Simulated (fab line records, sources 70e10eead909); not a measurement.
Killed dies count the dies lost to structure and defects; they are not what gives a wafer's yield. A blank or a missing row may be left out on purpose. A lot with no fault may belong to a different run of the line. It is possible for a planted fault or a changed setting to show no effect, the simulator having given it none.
Code-filled problem report in 8D (eight disciplines) form ; flow nand harc ; the parts of the form that need people (team, actions taken, sign-off) are left out

## 1. THE PROBLEM
killed at array at NHARC_END_SORT_01 reads a mean of 671 on 9 wafers of 3 lots; wafers without a fault read 56 with a standard deviation of 19. That puts it +32 standard deviations away from the usual mean.
Earliest sighting: wafer L129.2 on prober-02 at day 30 20:13. Wafers with a number at this step in the record: 9, from 3 lots. Rule for "out" (also "out of limits"): further than 4 standard deviations from the usual mean. Any other wafer with a number is counted as sound.

## 2. WHAT IT IS, WHAT IT ISN'T
question;is;is not
which readings at this step;killed at array, killed dies;killed at periphery, killed open
which lots;L128, L129, L130;-
which wafers of those lots;all that have a number;-
read on which gauges;prober-01, prober-02;-
when;from day 30 20:13;up to then (0 sound wafers)

## 3. SUSPECTS, AND WHAT RULES EACH OUT
Counting: any tool at a process step up to the reading is kept as a suspect provided that every lot that is out went through it and no sound lot did after the first of them.
- the gauge at NHARC_END_SORT_01 is ruled out. 2 gauges (prober-01, prober-02) read the wafers that are out.
- acl dep-01 at NHARC_A_CONTACT_DEP_84 (deposits aC, target thk 2800 nm): kept. It ran every lot that is out, first L129 (day 28 14:39), and no sound lot after that.
After counting, what remains is acl dep-01 at NHARC_A_CONTACT_DEP_84.

## 4. THE CAUSE (what the simulator had put in)
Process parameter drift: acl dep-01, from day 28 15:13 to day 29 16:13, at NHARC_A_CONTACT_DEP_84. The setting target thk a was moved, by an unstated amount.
This tool alone remained once counting was done.

## 5. THE EFFECT CHAIN, in route order
Rows list readings where the struck wafers' mean (over those with a number) sits beyond 3 standard deviations from the usual. Scope: only readings with a usual standard deviation given in the record; hours: median across lots of the time from each lot's start at the first step in this table that gives one to its start at this step; sigmas: change in usual standard deviations.
hours;step;reading;usual;on struck wafers;change;sigmas
0;NHARC_END_SORT_01;killed at array;56;671;+615;+32
0;NHARC_END_SORT_01;killed dies;61;677;+616;+32

## 6. WHAT WOULD HAVE CAUGHT IT SOONER
In this record the first reading out of limits at a measuring or inspecting step was taken at day 30 20:13, 53 hours after the fault began at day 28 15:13.
An alarm limit of 4 standard deviations would not have fired on the tool readings at NHARC_A_CONTACT_DEP_84 for which the record gives a usual standard deviation, since none of them was out on any struck wafer.
Each of the lots that are out, 3 in all, had begun NHARC_A_CONTACT_DEP_84 on acl dep-01 no later than day 30 20:13. Tool hold at that time: it would have spared none of them.
